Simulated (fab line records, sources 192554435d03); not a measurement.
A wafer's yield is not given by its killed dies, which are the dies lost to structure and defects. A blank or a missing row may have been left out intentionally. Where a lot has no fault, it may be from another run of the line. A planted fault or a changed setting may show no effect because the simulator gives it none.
fab line records	flow n5_finfet
record lots=6	wafers=18	last_day=18
route steps=1938 shown BEOL_M6@1258 BEOL_M7@1263 PASSIVATION@1936
lots that met no fault: from a run of the same line without faults
start_h: hours from the record's opening day to when the first of the lot's shown wafers began	wait_h: time in hours since the lot's previous step	" identical to the entry in the row above	L1.1+2: one row covering several wafers at once	- value missing, or start not given	* or withheld: withheld	< > ~ a bound
route shown NAME@n: NAME is a module with steps in the file, n the number in the route of the first one	usual: the fault-free wafers' mean and standard deviation	same: alike in all rows	chamber/n: place in a boat	sites: the reading at each site	_std_site: the values' standard deviation	_edge_site: the outer-site mean with the inner-site mean subtracted	radius_mm: how far each site lies from the wafer's centre	mask NAME#n: copy n	behind: the last tool/chamber to shape the wafer	hold: cause of the lot's hold/its duration in hours/its outcome	device: transistor that didn't switch, given as n, p or np	end of line: at the end of the route, the tests of the same wafers	where a step has no rows: the recipe by itself	killed: the dies lost at the first sort to structure and to defects; this is not the yield of the wafer	map: per-die view of a wafer (x killed, . not killed, _ where there is no die)
set.NAME: the setting that was run; set.NAME@STEP: the one run at that earlier step	model.NAME: the simulator's own value behind a step, which no gauge read
a table for each step, a row for each wafer; lots at some steps of the route
services: the hour from which a tool's chamber was out of use, counted from the record's first day as start_h (under 0 if before that day), plus the number of hours and why
## steps
# step N5_BEOL_M6_THK_MEAS_53
# recipe thk_meas_gauge=xrf	reads=Cu_of_BEOL_M6_ECD_50
# usual M6_THK=79.8/1.6
lot.wafer	tool	chamber	start_h	wait_h	M6_THK[nm]
L185.1	film_metro-01	-	210.32	-	76.2
L185.2	"	-	"	"	78.6
L185.3	"	-	"	"	75.8
L194.1	film_metro-01	-	277.20	-	77.2
L194.4	"	-	"	"	77.5
L194.6	"	-	"	"	79.7
L195.2	film_metro-02	-	278.98	-	79.0
L195.3	"	-	"	"	81.4
L195.6	"	-	"	"	79.8
L199.4	film_metro-02	-	283.44	-	81.1
L199.5	"	-	"	"	80.5
L199.6	"	-	"	"	80.1
L201.2	film_metro-02	-	305.72	-	82.5
L201.3	"	-	"	"	82.0
L201.6	"	-	"	"	84.7
L202.1	film_metro-01	-	334.45	-	80.7
L202.3	"	-	"	"	78.3
L202.5	"	-	"	"	80.3
# step N5_BEOL_M6_PRE_CLEAN_55
# recipe gas=NH3	time_s=15	temp_c=withheld	rf_power_w=300
# step N5_BEOL_M6_DEP_56
# recipe material=SiCN	target_thk_a=100	temp_c=withheld	precursor=3MS/NH3	pressure_torr=3	rf_w=202	time_s=17.5
# step N5_BEOL_M6_RS_MEAS_57
# recipe thk_meas_gauge=four-point-probe	reads=Cu_of_BEOL_M6_ECD_50+Co_of_BEOL_M6_CVD_78+TaN_of_BEOL_M6_ALD_77
# usual M6_RS=0.284/0.0057
lot.wafer	tool	chamber	start_h	wait_h	M6_RS[ohm/sq]
L185.1	film_metro-02	-	210.45	0.1	0.295
L185.2	"	-	"	"	0.285
L185.3	"	-	"	"	0.297
L194.1	film_metro-02	-	277.33	0.1	0.291
L194.4	"	-	"	"	0.291
L194.6	"	-	"	"	0.281
L195.2	film_metro-01	-	279.11	0.1	0.287
L195.3	"	-	"	"	0.278
L195.6	"	-	"	"	0.283
L199.4	film_metro-01	-	283.57	0.0	0.279
L199.5	"	-	"	"	0.283
L199.6	"	-	"	"	0.284
L201.2	film_metro-02	-	305.85	0.1	0.278
L201.3	"	-	"	"	0.279
L201.6	"	-	"	"	0.269
L202.1	film_metro-02	-	334.58	0.1	0.276
L202.3	"	-	"	"	0.287
L202.5	"	-	"	"	0.279
# step N5_BEOL_M6_INSPECT_58
# recipe inspect_instrument=darkfield	mode=post_dep
# usual raw_defect_count=69/21
lot.wafer	tool	chamber	start_h	wait_h	raw_defect_count
L185.1	defect_inspect-02	-	210.48	0.0	64
L185.2	"	-	"	"	66
L185.3	"	-	"	"	77
L194.1	defect_inspect-01	-	277.37	0.0	50
L194.4	"	-	"	"	83
L194.6	"	-	"	"	53
L195.2	defect_inspect-01	-	279.14	0.0	50
L195.3	"	-	"	"	33
L195.6	"	-	"	"	45
L199.4	defect_inspect-01	-	283.59	0.0	43
L199.5	"	-	"	"	51
L199.6	"	-	"	"	63
L201.2	defect_inspect-01	-	305.88	0.0	81
L201.3	"	-	"	"	51
L201.6	"	-	"	"	66
L202.1	defect_inspect-02	-	334.60	0.0	57
L202.3	"	-	"	"	62
L202.5	"	-	"	"	83
# step N5_BEOL_M7_ILD_DEP_00
# recipe material=SiCOH_lowk	target_thk_a=1797.5	temp_c=300	precursor=DEMS/porogen	pressure_torr=5	rf_w=500	time_s=33.4
# step N5_BEOL_M7_CURE_74
# recipe temp_c=385	time_s=240	ambient=He/Ar	material=SiCOH_lowk
# usual lamp_power_pct=52.31/0.055	wafer_temp_C_max=387.0/0.52
# same time_s=240
lot.wafer	tool	chamber	start_h	wait_h	lamp_power_pct	wafer_temp_C_max
L185.1	uv_cure-01	1	210.58	0.0	52.27	387.2
L185.2	"	1	"	"	52.32	387.4
L185.3	"	1	"	"	52.32	386.8
L194.1	uv_cure-03	1	277.47	0.0	52.18	387.5
L194.4	"	1	"	"	52.30	387.3
L194.6	"	1	"	"	52.29	388.0
L195.2	uv_cure-01	2	279.32	0.1	52.40	387.6
L195.3	"	2	"	"	52.29	387.9
L195.6	"	2	"	"	52.37	388.1
L199.4	uv_cure-01	0	283.93	0.3	52.27	386.3
L199.5	"	0	"	"	52.37	387.1
L199.6	"	0	"	"	52.25	385.8
L201.2	uv_cure-03	0	306.06	0.1	52.25	386.7
L201.3	"	0	"	"	52.35	387.7
L201.6	"	0	"	"	52.31	386.8
L202.1	uv_cure-03	2	334.70	0.0	52.37	386.6
L202.3	"	2	"	"	52.29	387.4
L202.5	"	2	"	"	52.37	386.2
# step N5_BEOL_M7_THK_MEAS_01
# recipe reads=SiCOH_lowk_of_BEOL_M7_ILD_DEP_00
# usual M7_ILD_THK=154.8/2
lot.wafer	tool	chamber	start_h	wait_h	M7_ILD_THK[nm]
L185.1	film_metro-01	-	211.09	0.4	151.9
L185.2	"	-	"	"	152.9
L185.3	"	-	"	"	152.7
L194.1	film_metro-01	-	277.98	0.4	155.0
L194.4	"	-	"	"	153.4
L194.6	"	-	"	"	156.9
L195.2	film_metro-02	-	279.76	0.4	153.1
L195.3	"	-	"	"	153.0
L195.6	"	-	"	"	154.2
L199.4	film_metro-02	-	284.21	0.2	159.2
L199.5	"	-	"	"	157.0
L199.6	"	-	"	"	156.0
L201.2	film_metro-02	-	306.49	0.4	152.5
L201.3	"	-	"	"	153.8
L201.6	"	-	"	"	157.1
L202.1	film_metro-02	-	335.70	0.8	152.7
L202.3	"	-	"	"	154.1
L202.5	"	-	"	"	155.9
# step N5_BEOL_M7_PECVD_70
# recipe material=SiO2	target_thk_a=200	temp_c=400	precursor=TEOS/O2	pressure_torr=5.5	rf_w=450	teos_flow_sccm=53.8	gas=O2	flow_sccm=3000	time_s=22.7
# usual heater_power_w=743/100	showerhead_plenum_p_Torr=8.76/0.039	throttle_valve_pct=22.7/1.2
# same time_s=22.7
lot.wafer	tool	chamber	start_h	wait_h	heater_power_w	showerhead_plenum_p_Torr	throttle_valve_pct
L185.1	pecvd-02	1	211.13	0.0	546	8.74	22.6
L185.2	"	2	"	"	887	8.77	21.7
L185.3	"	0	"	"	713	8.78	22.6
L194.1	pecvd-02	2	278.02	0.0	803	8.77	22.4
L194.4	"	1	"	"	674	8.76	22.9
L194.6	"	0	"	"	658	8.81	22.6
L195.2	pecvd-04	2	279.79	0.0	891	8.68	21.6
L195.3	"	1	"	"	887	8.74	21.7
L195.6	"	1	"	"	889	8.74	21.5
L199.4	pecvd-02	1	284.26	0.1	642	8.78	22.9
L199.5	"	2	"	"	857	8.77	22.0
L199.6	"	0	"	"	787	8.77	22.6
L201.2	pecvd-04	0	306.53	0.0	805	8.81	22.9
L201.3	"	1	"	"	894	8.76	21.9
L201.6	"	2	"	"	801	8.70	22.1
L202.1	pecvd-04	2	335.73	0.0	926	8.68	21.9
L202.3	"	0	"	"	731	8.80	22.8
L202.5	"	0	"	"	729	8.81	22.9
# step N5_BEOL_M7_HM_DEP_02
# recipe material=TiN	target_thk_a=200	temp_c=25	chamber_pressure_pa=0.49996
# usual throttle_valve_pct=30.1/1.1
lot.wafer	tool	chamber	start_h	wait_h	throttle_valve_pct
L185.1	pvd_sputter-02	-	211.78	0.6	32.7
L185.2	"	-	"	"	30.0
L185.3	"	-	"	"	30.6
L194.1	pvd_sputter-01	-	279.01	1.0	30.7
L194.4	"	-	"	"	30.7
L194.6	"	-	"	"	31.0
L195.2	pvd_sputter-02	-	279.92	0.1	33.0
L195.3	"	-	"	"	29.6
L195.6	"	-	"	"	28.2
L199.4	pvd_sputter-01	-	285.18	0.9	30.4
L199.5	"	-	"	"	30.4
L199.6	"	-	"	"	31.1
L201.2	pvd_sputter-01	-	310.56	4.0	30.6
L201.3	"	-	"	"	29.5
L201.6	"	-	"	"	30.7
L202.1	pvd_sputter-03	-	336.37	0.6	29.9
L202.3	"	-	"	"	30.5
L202.5	"	-	"	"	28.9
# step N5_BEOL_M7_COAT_59
# recipe resist=SOC	temp_c=250	time_s=60	spin_rpm=1500	resist_thk_nm=100
# step N5_BEOL_M7_COAT_60
# recipe resist=SiARC	temp_c=220	time_s=60	spin_rpm=1500	resist_thk_nm=35
# step N5_BEOL_M7_COAT_05
# recipe resist=CAR-ArF	spin_rpm=1500	resist_thk_nm=90
# usual spin_speed_rpm=1500.1/0.86
lot.wafer	tool	chamber	start_h	wait_h	spin_speed_rpm	model.CAR-ArF_of_BEOL_M7_COAT_05.thk_nm
L185.1	litho_track-02	0	211.91	-	1500.3	90
L185.2	"	0	"	"	1500.1	90
L185.3	"	0	"	"	1498.7	90
L194.1	litho_track-02	0	279.14	-	1404.4	93.6
L194.4	"	0	"	"	1404.9	93.4
L194.6	"	0	"	"	1403.7	93.6
L195.2	litho_track-02	0	280.05	-	1404.6	93
L195.3	"	0	"	"	1404.8	93.2
L195.6	"	0	"	"	1405.5	93
L199.4	litho_track-05	0	285.31	-	1499.6	90.2
L199.5	"	0	"	"	1500.6	90.2
L199.6	"	0	"	"	1499.5	90.4
L201.2	litho_track-05	0	310.69	-	1500.1	89.8
L201.3	"	0	"	"	1499.2	90
L201.6	"	0	"	"	1499.5	90
L202.1	litho_track-01	0	336.50	-	1500.3	90
L202.3	"	0	"	"	1500.4	90
L202.5	"	0	"	"	1500.1	90.2
# step N5_BEOL_M7_EBR_07
# recipe solvent=PGMEA	ebr_width_mm=1.5
# step N5_BEOL_M7_SOFTBAKE_06
# recipe temp_c=110	time_s=60	resist=CAR-ArF
# step N5_BEOL_M7_EXPOSE_08
# recipe mask_id=M7	na=1.35	source_shape=dipole	sigma_inner=0.817	sigma_outer=0.97	polarization=te	dose_mj=68.25
# step N5_BEOL_M7_PEB_09
# recipe peb_temp_c=withheld	peb_time_s=60	resist=CAR-ArF
# step N5_BEOL_M7_DEVELOP_10
# recipe develop_time_s=30	developer=TMAH	resist=CAR-ArF	rinse_liquid=diw	dry=air_spin	dev_temp_c=23
# step N5_BEOL_M7_CD_MEAS_11
# recipe target_cd_nm=38.5	landing_energy_ev=500	detector=se_inlens	polarity=opening
# usual cd_nm=38.6/0.4
lot.wafer	tool	chamber	start_h	wait_h	cd_nm
L185.1	cd_sem-03	0	212.27	-	37.9
L185.2	"	0	"	"	38.7
L185.3	"	0	"	"	38.6
L194.1	cd_sem-01	0	279.50	-	39.1
L194.4	"	0	"	"	38.5
L194.6	"	0	"	"	38.4
L195.2	cd_sem-03	0	280.42	-	37.8
L195.3	"	0	"	"	37.9
L195.6	"	0	"	"	38.2
L199.4	cd_sem-01	0	285.68	-	38.3
L199.5	"	0	"	"	38.9
L199.6	"	0	"	"	38.6
L201.2	cd_sem-03	0	311.06	-	38.4
L201.3	"	0	"	"	38.4
L201.6	"	0	"	"	38.7
L202.1	cd_sem-02	0	336.87	-	38.2
L202.3	"	0	"	"	38.3
L202.5	"	0	"	"	38.2
# step N5_BEOL_M7_OVL_MEAS_12
# recipe points_per_wafer=44
# usual M7_OVL=0.1/0.66
lot.wafer	tool	chamber	start_h	wait_h	M7_OVL[nm]
L185.1	overlay-02	0	212.30	0.0	0.9
L185.2	"	0	"	"	1.8
L185.3	"	0	"	"	0.9
L194.1	overlay-01	0	279.53	0.0	0.3
L194.4	"	0	"	"	-0.1
L194.6	"	0	"	"	-0.5
L195.2	overlay-01	0	280.45	0.0	0.6
L195.3	"	0	"	"	0.3
L195.6	"	0	"	"	0.7
L199.4	overlay-02	0	285.71	0.0	-0.7
L199.5	"	0	"	"	-0.4
L199.6	"	0	"	"	0.3
L201.2	overlay-02	0	311.09	0.0	0.3
L201.3	"	0	"	"	0.7
L201.6	"	0	"	"	1.1
L202.1	overlay-02	0	336.90	0.0	0.1
L202.3	"	0	"	"	0.2
L202.5	"	0	"	"	0.7
# step N5_BEOL_M7_INSPECT_13
# recipe mode=adi	inspect_instrument=brightfield
# usual raw_defect_count=398/88
lot.wafer	tool	chamber	start_h	wait_h	raw_defect_count
L185.1	defect_inspect-02	-	212.33	0.0	319
L185.2	"	-	"	"	443
L185.3	"	-	"	"	352
L194.1	defect_inspect-01	-	279.56	0.0	418
L194.4	"	-	"	"	352
L194.6	"	-	"	"	320
L195.2	defect_inspect-01	-	280.47	0.0	434
L195.3	"	-	"	"	300
L195.6	"	-	"	"	321
L199.4	defect_inspect-02	-	285.73	0.0	337
L199.5	"	-	"	"	311
L199.6	"	-	"	"	317
L201.2	defect_inspect-02	-	311.11	0.0	490
L201.3	"	-	"	"	486
L201.6	"	-	"	"	353
L202.1	defect_inspect-01	-	336.92	0.0	410
L202.3	"	-	"	"	339
L202.5	"	-	"	"	342
# step N5_BEOL_M7_DESCUM_16
# recipe chemistry=O2	time_s=7.9	source_power_w=50	bias_power_w=20	pressure_mtorr=20	rf_frequency_hz=2.712e+07	temp_c=40	resist=CAR-ArF	o2_flow_sccm=225
# usual drypump_motor_current_A=5.9/0.33	oes_product_au=0.80/0.091	rf_vpp_V=243.4/1	showerhead_plenum_p_Torr=2.11/0.043	throttle_valve_pct=20.42/0.24
# same time_s=7.9
lot.wafer	tool	chamber	start_h	wait_h	drypump_motor_current_A	oes_product_au	rf_hours_counter_h	rf_vpp_V	showerhead_plenum_p_Torr	throttle_valve_pct
L185.1	rie_diel-02	0	212.36	0.0	5.4	0.80	91	244.4	2.10	20.35
L185.2	"	2	"	"	6.3	0.94	17	244.0	2.14	20.45
L185.3	"	1	"	"	6.4	0.73	185	243.5	2.07	20.67
L194.1	rie_diel-01	1	279.61	0.1	5.9	0.95	8	242.7	2.05	20.11
L194.4	"	0	"	"	6.3	0.93	20	243.9	2.14	20.01
L194.6	"	3	"	"	5.8	0.77	-	242.3	2.01	20.71
L195.2	rie_diel-01	2	280.53	0.1	5.5	0.66	247	244.3	2.15	20.80
L195.3	"	0	"	"	6.3	0.92	20	245.0	2.14	20.00
L195.6	"	0	"	"	6.3	0.92	-	244.0	2.14	20.00
L199.4	rie_diel-05	0	285.78	0.0	6.1	0.82	-	243.6	2.12	20.62
L199.5	"	2	"	"	5.5	0.79	-	243.0	2.12	20.43
L199.6	"	1	"	"	5.9	0.84	-	243.8	2.12	20.07
L201.2	rie_diel-05	0	311.15	0.0	6.1	0.82	83	243.2	2.12	20.64
L201.3	"	2	"	"	5.5	0.77	102	243.6	2.11	20.43
L201.6	"	3	"	"	6.0	0.95	-	244.4	2.15	20.14
L202.1	rie_diel-01	2	336.96	0.0	5.5	0.97	7	244.9	2.15	20.42
L202.3	"	3	"	"	5.8	0.75	164	242.3	2.00	20.74
L202.5	"	3	"	"	5.8	0.75	-	243.8	2.00	20.72
# step N5_BEOL_M7_ETCH_61
# recipe chemistry=CF4	target=SiARC	target_depth_a=455	mask_material=CAR-ArF	time_s=75.8	ion_energy_ev=80	pressure_mtorr=40	source_w=545	bias_w=36	Ar_flow_sccm=100	cf4_flow_sccm=100	ends=cleared
# usual drypump_motor_current_A=5.9/0.33	etch_rf_on_time_s=75.2/1.3	oes_product_au=0.68/0.077	rf_vpp_V=184.2/0.99	showerhead_plenum_p_Torr=2.16/0.038	throttle_valve_pct=15.60/0.25
lot.wafer	tool	chamber	start_h	wait_h	drypump_motor_current_A	etch_rf_on_time_s	oes_product_au	rf_hours_counter_h	rf_vpp_V	showerhead_plenum_p_Torr	throttle_valve_pct	model.CAR-ArF_of_BEOL_M7_COAT_05.thk_nm
L185.1	rie_diel-02	0	212.40	0.0	5.4	74.7	0.67	91	185.0	2.16	15.57	50.8
L185.2	"	2	"	"	6.3	72.4	0.80	17	185.2	2.19	15.57	50.8
L185.3	"	1	"	"	6.3	73.5	0.63	185	184.8	2.13	15.91	51
L194.1	rie_diel-01	1	279.65	0.0	5.9	75.5	0.81	8	183.2	2.11	15.28	54.2
L194.4	"	0	"	"	6.4	75.8	0.78	20	184.2	2.19	15.15	54
L194.6	"	3	"	"	5.8	76.2	0.66	-	183.0	2.06	15.90	54.2
L195.2	rie_diel-01	2	280.57	0.0	5.5	76.0	0.57	247	185.8	2.20	16.02	53.8
L195.3	"	0	"	"	6.3	75.2	0.79	20	185.2	2.19	15.15	53.8
L195.6	"	0	"	"	6.3	75.2	0.79	-	184.3	2.19	15.15	53.8
L199.4	rie_diel-05	0	285.83	0.0	6.1	74.2	0.72	-	183.9	2.17	15.73	51
L199.5	"	2	"	"	5.5	76.2	0.67	-	183.9	2.15	15.50	51
L199.6	"	1	"	"	5.9	75.6	0.72	-	185.0	2.17	15.31	51
L201.2	rie_diel-05	0	311.18	0.0	6.1	74.3	0.71	83	183.3	2.17	15.75	50.4
L201.3	"	2	"	"	5.5	76.2	0.66	102	184.9	2.15	15.53	50.8
L201.6	"	3	"	"	6.0	75.5	0.80	-	184.8	2.19	15.19	51
L202.1	rie_diel-01	2	336.99	0.0	5.5	75.1	0.82	8	185.1	2.19	15.53	50.8
L202.3	"	3	"	"	5.8	75.7	0.64	164	182.5	2.06	15.93	50.8
L202.5	"	3	"	"	5.8	74.3	0.65	-	182.5	2.06	15.93	51
# step N5_BEOL_M7_ETCH_62
# recipe chemistry=N2/H2	target=SOC	target_depth_a=1100	overetch_a=220	mask_material=SiARC	temp_c=40	time_s=165	ion_energy_ev=200	pressure_mtorr=30	source_w=840	bias_w=150	n2_flow_sccm=200	h2_flow_sccm=200
# usual drypump_motor_current_A=5.9/0.33	oes_product_au=0.68/0.073	rf_vpp_V=524.3/1.5	showerhead_plenum_p_Torr=2.56/0.048	throttle_valve_pct=17.81/0.28
# same time_s=165
lot.wafer	tool	chamber	start_h	wait_h	drypump_motor_current_A	oes_product_au	rf_hours_counter_h	rf_vpp_V	showerhead_plenum_p_Torr	throttle_valve_pct
L185.1	rie_diel-02	0	212.45	0.0	5.5	0.67	91	524.3	2.57	17.81
L185.2	"	2	"	"	6.3	0.79	17	525.6	2.59	17.74
L185.3	"	1	"	"	6.4	0.61	185	522.6	2.53	18.18
L194.1	rie_diel-01	1	279.71	0.0	5.9	0.80	8	522.3	2.50	17.47
L194.4	"	0	"	"	6.3	0.78	20	525.6	2.59	17.33
L194.6	"	3	"	"	5.8	0.65	-	520.6	2.44	18.14
L195.2	rie_diel-01	2	280.62	0.0	5.5	0.56	247	525.7	2.61	18.23
L195.3	"	0	"	"	6.3	0.77	20	524.4	2.59	17.33
L195.6	"	0	"	"	6.3	0.78	-	524.0	2.59	17.34
L199.4	rie_diel-05	0	285.92	0.1	6.1	0.70	-	525.2	2.58	17.97
L199.5	"	2	"	"	5.5	0.66	-	525.1	2.57	17.79
L199.6	"	1	"	"	5.8	0.71	-	525.4	2.57	17.42
L201.2	rie_diel-05	0	311.24	0.0	6.1	0.69	83	524.9	2.57	17.97
L201.3	"	2	"	"	5.5	0.66	102	524.4	2.57	17.81
L201.6	"	3	"	"	6.0	0.79	-	524.9	2.62	17.53
L202.1	rie_diel-01	2	337.05	0.0	5.5	0.83	8	525.5	2.60	17.79
L202.3	"	3	"	"	5.8	0.64	164	521.5	2.44	18.18
L202.5	"	3	"	"	5.8	0.64	-	520.3	2.44	18.18
# step N5_PASSIVATION_PROBE_49
# usual defect_limited_yield=91.4/1.6	killed_at_M0_to_M3=34/12	killed_at_M4_up=13/5.2	killed_at_contacts=11/5.5	killed_at_front_end=40/13	killed_at_other=3.4/2.7	killed_dies=102/19	killed_open=66/15	killed_short=33/7.9	sort_bin_5_function=5.1/1.1	sort_bin_6_memory=3.2/0.7	sort_n_pass=1078/19	sort_yield_pct=91.4/1.6
# same gross_dies=1180	killed_at_back_side=0	sort_bin_4_leakage[%]=0	sort_bin_8_speed[%]=0
lot.wafer	tool	chamber	start_h	wait_h	defect_limited_yield[%]	killed_at_M0_to_M3	killed_at_M4_up	killed_at_contacts	killed_at_front_end	killed_at_other	killed_dies	killed_open	killed_short	sort_bin_5_function[%]	sort_bin_6_memory[%]	sort_n_pass	sort_yield_pct[%]
L185.1	prober-01	-	297.91	0.0	92.9	23	17	10	29	5	84	60	22	3.3	3.3	1096	92.9
L185.2	prober-01	-	297.96	0.1	92.1	23	18	10	38	4	93	67	26	4.2	3.3	1087	92.1
L185.3	prober-01	-	298.01	0.1	92.6	29	25	7	22	4	87	59	25	3.7	3.2	1093	92.6
L194.4	prober-01	-	370.10	0.3	93.6	21	9	6	32	8	76	47	26	3.6	2.7	1104	93.6
L195.2	prober-02	-	370.09	0.1	91.5	40	21	5	32	2	100	60	36	4.9	3.1	1080	91.5
# killed by level:class
L185.1 BEOL_M1:geometric_particle:open=11 BEOL_M4:geometric_particle:open=9 MOL_CONTACT_COAG:geometric_particle:open=8 DUMMY_GATE:geometric_particle:open=5 GATE_CUT:geometric_particle:open=4 BEOL_M2:geometric_particle:open=4 STI_FIN_REVEAL:geometric_particle:open=3 DUMMY_GATE:geometric_particle:short=3
L185.2 STI_FIN_REVEAL:geometric_particle:open=13 BEOL_M4:geometric_particle:open=11 MOL_CONTACT_COAG:geometric_particle:open=9 BEOL_M2:geometric_particle:open=7 DUMMY_GATE:geometric_particle:open=5 BEOL_M2:geometric_particle:short=5 STARTING-WAFER:geometric_particle:short=5 BEOL_M5:geometric_particle:open=4
L185.3 BEOL_M4:geometric_particle:open=13 BEOL_M1:geometric_particle:open=11 BEOL_M2:geometric_particle:open=8 BEOL_M0_SAQP:geometric_particle:short=7 STI_FIN_REVEAL:geometric_particle:open=5 MOL_CONTACT_COAG:geometric_particle:short=5 BEOL_M0_SAQP:geometric_particle:open=3 MIM_TOP_ETCH:geometric_particle:open=3
L195.2 BEOL_M2:geometric_particle:open=12 BEOL_M4:geometric_particle:open=12 STI_FIN_REVEAL:geometric_particle:open=9 BEOL_M1:geometric_particle:short=7 BEOL_M0_SAQP:geometric_particle:open=5 BEOL_M0_SAQP:geometric_particle:short=5 BEOL_M1:geometric_particle:open=5 FIN_SAQP:geometric_particle:open=4
L194.4 FIN_SAQP:geometric_particle:short=8 FIN_SAQP:geometric_particle:open=7 BEOL_M4:geometric_particle:open=7 BEOL_M3:geometric_particle:open=6 GATE_CUT:geometric_particle:open=5 MOL_CONTACT_COAG:geometric_particle:open=5 GATE_CUT:geometric_particle:short=4 PASS1_DEP:geometric_particle:short=4
## services
tool	chamber	start_h	hours	kind
rie_diel-02	3	191.01	10.1	repair
rie_diel-01	0	196.11	-	clean
rie_diel-01	0	196.11	-	consumable_replace:focus_ring
rie_diel-01	0	196.11	21.7	scheduled_down
rie_diel-01	0	196.11	21.7	vent_cycle
pecvd-04	-	200.20	0.3	repair
uv_cure-03	-	205.77	1.0	pm
rie_diel-05	1	210.89	6.7	repair
uv_cure-01	-	233.67	7.5	pm
rie_diel-01	1	233.89	-	clean
rie_diel-01	1	233.89	-	consumable_replace:focus_ring
rie_diel-01	1	233.89	18.3	scheduled_down
rie_diel-01	1	233.89	18.3	vent_cycle
uv_cure-03	-	241.28	22.2	pm
pecvd-02	0	253.33	6.3	repair
pecvd-04	0	254.36	4.9	repair
rie_diel-02	-	275.29	0.6	repair
rie_diel-01	2	290.98	-	clean
rie_diel-01	2	290.98	-	consumable_replace:focus_ring
rie_diel-01	2	290.98	20.7	scheduled_down
rie_diel-02	-	303.01	0.5	repair
rie_diel-01	0	311.36	5.4	repair
pecvd-02	-	316.35	6.0	pm
pvd_sputter-02	-	335.43	2.0	repair
## key
first_sign step=N5_BEOL_M7_COAT_05	reading=spin_speed_rpm	direction=down	sigmas=99+	usual=*	struck=*
effect none on later readings
model_effect step=N5_BEOL_M7_COAT_05	value=CAR-ArF_of_BEOL_M7_COAT_05.thk_nm	without=90.23	struck=93.3
model_effect step=N5_BEOL_M7_ETCH_61	value=CAR-ArF_of_BEOL_M7_COAT_05.thk_nm	without=50.97	struck=53.97
met_at N5_BEOL_M7_COAT_05
struck_wafers L194.1,L194.4,L194.6,L195.2,L195.3,L195.6
onset_between 211.91 279.14
fault kind=process_parameter_drift	tool=litho_track-02	chamber=-	onset_h=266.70	steps=N5_BEOL_M7_COAT_05	channel=spin_rpm	offset=*	shape=step	end_h=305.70	acts_in=*	stated=*
